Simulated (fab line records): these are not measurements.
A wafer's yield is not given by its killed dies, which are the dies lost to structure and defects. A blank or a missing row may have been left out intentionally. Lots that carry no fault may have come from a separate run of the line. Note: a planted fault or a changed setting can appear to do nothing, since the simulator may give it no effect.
Matching of chambers :: flow n5-finfet :: rie-diel-05 running N5_BEOL_M2_ETCH_69: 4 sister chambers
The step etches SiARC in CF4, target depth 15.6 nm, time 26 s. 20 wafers are shown with their chamber, then 10 later ones without.

WAFERS PAIRED WITH THEIR CHAMBERS
wafer: L078.2
chamber: 0
drypump-motor-current-A (A): 5.8
showerhead-plenum-p-Torr (Torr): 2.11
throttle-valve-pct (%): 15.54

wafer: L078.4
chamber: 3
drypump-motor-current-A (A): 5.3
showerhead-plenum-p-Torr (Torr): 2.10
throttle-valve-pct (%): 15.75

wafer: L078.5
chamber: 2
drypump-motor-current-A (A): 5.9
showerhead-plenum-p-Torr (Torr): 2.11
throttle-valve-pct (%): 15.83

wafer: L079.3
chamber: 2
drypump-motor-current-A (A): 5.9
showerhead-plenum-p-Torr (Torr): 2.11
throttle-valve-pct (%): 15.85

wafer: L079.4
chamber: 0
drypump-motor-current-A (A): 5.8
showerhead-plenum-p-Torr (Torr): 2.11
throttle-valve-pct (%): 15.54

wafer: L079.6
chamber: 2
drypump-motor-current-A (A): 5.8
showerhead-plenum-p-Torr (Torr): 2.11
throttle-valve-pct (%): 15.85

wafer: L080.1
chamber: 0
drypump-motor-current-A (A): 5.8
showerhead-plenum-p-Torr (Torr): 2.11
throttle-valve-pct (%): 15.55

wafer: L080.2
chamber: 3
drypump-motor-current-A (A): 5.3
showerhead-plenum-p-Torr (Torr): 2.10
throttle-valve-pct (%): 15.74

wafer: L080.3
chamber: 1
drypump-motor-current-A (A): 5.8
showerhead-plenum-p-Torr (Torr): 2.20
throttle-valve-pct (%): 15.41

wafer: L080.4
chamber: 2
drypump-motor-current-A (A): 5.9
showerhead-plenum-p-Torr (Torr): 2.11
throttle-valve-pct (%): 15.85

wafer: L080.5
chamber: 0
drypump-motor-current-A (A): 5.8
showerhead-plenum-p-Torr (Torr): 2.11
throttle-valve-pct (%): 15.55

wafer: L080.6
chamber: 3
drypump-motor-current-A (A): 5.3
showerhead-plenum-p-Torr (Torr): 2.10
throttle-valve-pct (%): 15.73

wafer: L086.1
chamber: 3
drypump-motor-current-A (A): 5.3
showerhead-plenum-p-Torr (Torr): 2.10
throttle-valve-pct (%): 15.76

wafer: L086.2
chamber: 1
drypump-motor-current-A (A): 5.8
showerhead-plenum-p-Torr (Torr): 2.20
throttle-valve-pct (%): 15.44

wafer: L086.5
chamber: 2
drypump-motor-current-A (A): 5.9
showerhead-plenum-p-Torr (Torr): 2.11
throttle-valve-pct (%): 15.87

wafer: L088.2
chamber: 1
drypump-motor-current-A (A): 5.8
showerhead-plenum-p-Torr (Torr): 2.20
throttle-valve-pct (%): 15.43

wafer: L088.3
chamber: 2
drypump-motor-current-A (A): 5.8
showerhead-plenum-p-Torr (Torr): 2.11
throttle-valve-pct (%): 15.87

wafer: L088.5
chamber: 0
drypump-motor-current-A (A): 5.8
showerhead-plenum-p-Torr (Torr): 2.10
throttle-valve-pct (%): 15.57

wafer: L091.2
chamber: 3
drypump-motor-current-A (A): 5.3
showerhead-plenum-p-Torr (Torr): 2.09
throttle-valve-pct (%): 15.78

wafer: L091.4
chamber: 0
drypump-motor-current-A (A): 5.8
showerhead-plenum-p-Torr (Torr): 2.10
throttle-valve-pct (%): 15.60

SIGNATURES (means of the wafers above)
reading: drypump-motor-current-A
chamber 0: 5.800
chamber 1: 5.800
chamber 2: 5.867
chamber 3: 5.300
scatter within a chamber: 0.0289

reading: showerhead-plenum-p-Torr
chamber 0: 2.1067
chamber 1: 2.2000
chamber 2: 2.1100
chamber 3: 2.0980
scatter within a chamber: 0.00365

reading: throttle-valve-pct
chamber 0: 15.5583
chamber 1: 15.4267
chamber 2: 15.8533
chamber 3: 15.7520
scatter within a chamber: 0.019
Rule: a wafer lies at a distance from a chamber equal to the root of the sum of squares, over the readings, of (its reading less the chamber's mean, divided by the reading's scatter). If the next closest chamber is less than 2 further off than the closest, the wafer can't be placed; otherwise it belongs to the closest. The scatter: the root of (the sum of the squares of (reading less its chamber's mean) over the shown wafers, divided by (wafers less chambers)).

WAFERS MISSING THEIR CHAMBER
wafer: L091.6
drypump-motor-current-A (A): 5.3
showerhead-plenum-p-Torr (Torr): 2.09
throttle-valve-pct (%): 15.77

wafer: L093.3
drypump-motor-current-A (A): 5.8
showerhead-plenum-p-Torr (Torr): 2.10
throttle-valve-pct (%): 15.60

wafer: L093.4
drypump-motor-current-A (A): 5.9
showerhead-plenum-p-Torr (Torr): 2.11
throttle-valve-pct (%): 15.89

wafer: L093.5
drypump-motor-current-A (A): 5.3
showerhead-plenum-p-Torr (Torr): 2.09
throttle-valve-pct (%): 15.78

wafer: L094.4
drypump-motor-current-A (A): 5.8
showerhead-plenum-p-Torr (Torr): 2.10
throttle-valve-pct (%): 15.59

wafer: L094.5
drypump-motor-current-A (A): 5.8
showerhead-plenum-p-Torr (Torr): 2.10
throttle-valve-pct (%): 15.61

wafer: L094.6
drypump-motor-current-A (A): 5.3
showerhead-plenum-p-Torr (Torr): 2.09
throttle-valve-pct (%): 15.79

wafer: L096.1
drypump-motor-current-A (A): 5.8
showerhead-plenum-p-Torr (Torr): 2.10
throttle-valve-pct (%): 15.61

wafer: L096.2
drypump-motor-current-A (A): 5.9
showerhead-plenum-p-Torr (Torr): 2.10
throttle-valve-pct (%): 15.90

wafer: L096.3
drypump-motor-current-A (A): 5.3
showerhead-plenum-p-Torr (Torr): 2.09
throttle-valve-pct (%): 15.82

WHICH CHAMBER EACH WENT THROUGH
wafer: L091.6
from the rows above: 3
in truth: 3

wafer: L093.3
from the rows above: 0
in truth: 0

wafer: L093.4
from the rows above: 2
in truth: 2

wafer: L093.5
from the rows above: 3
in truth: 3

wafer: L094.4
from the rows above: 0
in truth: 0

wafer: L094.5
from the rows above: 0
in truth: 0

wafer: L094.6
from the rows above: 3
in truth: 3

wafer: L096.1
from the rows above: 0
in truth: 0

wafer: L096.2
from the rows above: 2
in truth: 2

wafer: L096.3
from the rows above: 3
in truth: 3
Placed correctly: 10 of 10. Left unplaced by these rows: 0. Wrongly placed: 0.
